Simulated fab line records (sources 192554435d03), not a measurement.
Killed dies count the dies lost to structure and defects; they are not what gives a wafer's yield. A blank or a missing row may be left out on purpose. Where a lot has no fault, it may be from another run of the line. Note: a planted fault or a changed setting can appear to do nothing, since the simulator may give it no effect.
Chamber matching + flow n5Finfet + 4 sister chambers for N5_FIN_SAQP_SPACER1_ETCHBACK_25 on rieDiel-05
The step etches SiO2 in CHF3/O2, target depth 24.4 nm, time 12.2 s. 4 wafers are shown with their chamber, then 7 later ones without.

## WAFERS PAIRED WITH THEIR CHAMBERS
| wafer  | chamber | showerheadPlenumPTorr (Torr) |
|--------|---------|------------------------------|
| L408.3 | 2       | 2.41                         |
| L408.4 | 3       | 2.52                         |
| L415.3 | 1       | 2.37                         |
| L415.4 | 0       | 2.43                         |

## WAFERS WHOSE CHAMBER IS MISSING
| wafer  | showerheadPlenumPTorr (Torr) |
|--------|------------------------------|
| L415.6 | 2.43                         |
| L418.3 | 2.41                         |
| L418.5 | 2.51                         |
| L418.6 | 2.41                         |
| L424.1 | 2.40                         |
| L424.2 | 2.36                         |
| L424.6 | 2.40                         |

## CHAMBER TAKEN BY EACH
| wafer  | from the rows above | in truth |
|--------|---------------------|----------|
| L415.6 | 0                   | 0        |
| L418.3 | 2                   | 2        |
| L418.5 | 3                   | 3        |
| L418.6 | 2                   | 2        |
| L424.1 | 2                   | 2        |
| L424.2 | 1                   | 1        |
| L424.6 | 2                   | 2        |
Correct placement for 7 of the 7. Number that these rows cannot place: 0. Wrongly placed: 0.
How it was worked out, from the rows above alone: a wafer's distance from a chamber is the root of the sum, over the readings, of the square of ((its reading less the chamber's mean) divided by the reading's scatter). If the next closest chamber is less than 2 further off than the closest, the wafer can't be placed; otherwise it belongs to the closest. For every chamber, the mean is computed from those of its wafers that are shown. The scatter: with one shown wafer a chamber, the root of the mean of the squares of how far each hidden wafer lies from its nearest shown one.
